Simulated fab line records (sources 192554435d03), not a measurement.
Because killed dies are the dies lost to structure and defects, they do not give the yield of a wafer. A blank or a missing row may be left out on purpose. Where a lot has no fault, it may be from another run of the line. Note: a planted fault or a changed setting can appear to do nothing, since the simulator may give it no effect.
Lot-split experiment | flow n5Finfet | route with 1938 steps; 7 lots, 21 wafers read

== THE SPLIT ITSELF ==
At N5_BEOL_M0_CUTY_EXPOSE_54 (exposes mask M0 ABLK), the setting doseMj was moved away from the recipe's 36 on 4 of the 21 wafers read, by -5.8% to +5.4%. The other wafers ran this setting at the recipe's value.

== FROM THE SPLIT TO THE READING: what the file shows between them, 2 steps ==
- N5_BEOL_M0_CUTY_PEB_55: peb time 60 s
- N5_BEOL_M0_CUTY_DEVELOP_56: develop time 30 s

== THE READING ==
Shown in nm: cdNm at N5_BEOL_M0_CUTY_CD_MEAS_57, with target cd 200 nm. On this fab line, fault-free wafers typically give 198.8 nm with a standard deviation of 1.1 nm.

wafer  | tool, chamber at the split | doseMj as run | against the recipe | cdNm, nm | against lot-mates on the recipe
L075.1 | arfiScanner-02, 0          | 36            | recipe             | 199.2    | -
L075.4 | arfiScanner-02, 0          | 36            | recipe             | 199.7    | -
L075.5 | arfiScanner-02, 0          | 36            | recipe             | 199.8    | -
L077.4 | arfiScanner-02, 0          | 36            | recipe             | 199.7    | -
L077.5 | arfiScanner-02, 0          | 36            | recipe             | 199.3    | -
L077.6 | arfiScanner-02, 0          | 36            | recipe             | 198.9    | -
L079.1 | arfiScanner-02, 0          | 36            | recipe             | 198.0    | -
L079.4 | arfiScanner-02, 0          | 36.8          | +2.2%              | 197.2    | -1.4
L079.6 | arfiScanner-02, 0          | 36            | recipe             | 199.1    | -
L082.3 | arfiScanner-03, 0          | 36            | recipe             | 199.9    | -
L082.4 | arfiScanner-03, 0          | 36            | recipe             | 196.9    | -
L082.5 | arfiScanner-03, 0          | 37.95         | +5.4%              | 194.5    | -3.9
L085.3 | arfiScanner-02, 0          | 33.9          | -5.8%              | 202.9    | +5.0
L085.5 | arfiScanner-02, 0          | 36            | recipe             | 198.2    | -
L085.6 | arfiScanner-02, 0          | 36            | recipe             | 197.6    | -
L086.2 | arfiScanner-02, 0          | 34.5          | -4.2%              | 200.3    | +2.3
L086.4 | arfiScanner-02, 0          | 36            | recipe             | 198.6    | -
L086.6 | arfiScanner-02, 0          | 36            | recipe             | 197.4    | -
L092.3 | arfiScanner-02, 0          | 36            | recipe             | 200.6    | -
L092.4 | arfiScanner-02, 0          | 36            | recipe             | 199.8    | -
L092.5 | arfiScanner-02, 0          | 36            | recipe             | 199.0    | -

FIT RESULTS
A straight line over all 21 wafers: cdNm changes by -0.665 nm for each +1% of doseMj; r = -0.82; the points scatter about the line by 1 nm.
The same after taking each lot's own level away (the mean of its wafers on the recipe; 21 wafers): -0.734 nm for each +1%; r = -0.91; scatter 0.69 nm.
That fit puts the effect of the largest move of doseMj on the reading at 4.3 nm.
The lots' own levels span 197.90 to 199.80 nm, that is 1.7 times the standard deviation above.
The two slopes are in agreement: the lot-to-lot level therefore moves the slope only a little.
Check: +3.76 nm against its lot-mates is what the line predicts for one of the wafers moved furthest among these (-5.8%) when that wafer is left out of the fit. Against them it came out at +5 nm.

== FURTHER SPLITS ON THESE WAFERS ==
Before the reading, these wafers also passed through other splits. Each is held against what the fit with the lots' levels taken away leaves over:
other split on the same wafers        | wafers away from the commonest value | r with cdNm (lot level and that fit taken away)
N5_HKMG_FIN_ETCH_58 sourceW           | 7                                    | +0.00
N5_MOL_CONTACT_COAG_ALD_27 aldCycles  | 6                                    | +0.04
N5_MOL_CONTACT_COAG_ALD_133 aldCycles | 5                                    | -0.05
N5_MOL_CONTACT_COAG_ETCH_67 sourceW   | 10                                   | +0.32
N5_BEOL_M0_CUTY_COAT_50 spinRpm       | 9                                    | -0.03
N5_BEOL_M0_CUTY_COAT_51 spinRpm       | 5                                    | -0.22

== THE WHOLE CHAIN: every reading that the file lists as answering this split, in the file's order ==
step                       | what it does                                                            | reading                                                                  | change (the file's fit)               | r (the file's)
N5_BEOL_M0_CUTY_CD_MEAS_57 | target cd 200 nm                                                        | cdNm                                                                     | -0.735 nm for each +1% of the setting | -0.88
N5_BEOL_M0_CUTY_ETCH_62    | etches SiARC in CF4, time 58.5 s                                        | BEOL_M0_CUTY.cdOffsetNm (the simulator's own value, which no gauge read) | -0.743 nm for each +1% of the setting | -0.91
N5_BEOL_M0_CUTY_ETCH_63    | etches SOC in N2/H2, target depth 82.7 nm, overetch 16.5 nm, time 124 s | BEOL_M0_CUTY.cdOffsetNm (the simulator's own value, which no gauge read) | -0.762 nm for each +1% of the setting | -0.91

== THE FILE'S OWN FIT ==
cdNm changes by -0.735 nm for each +1% of doseMj, r = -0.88.
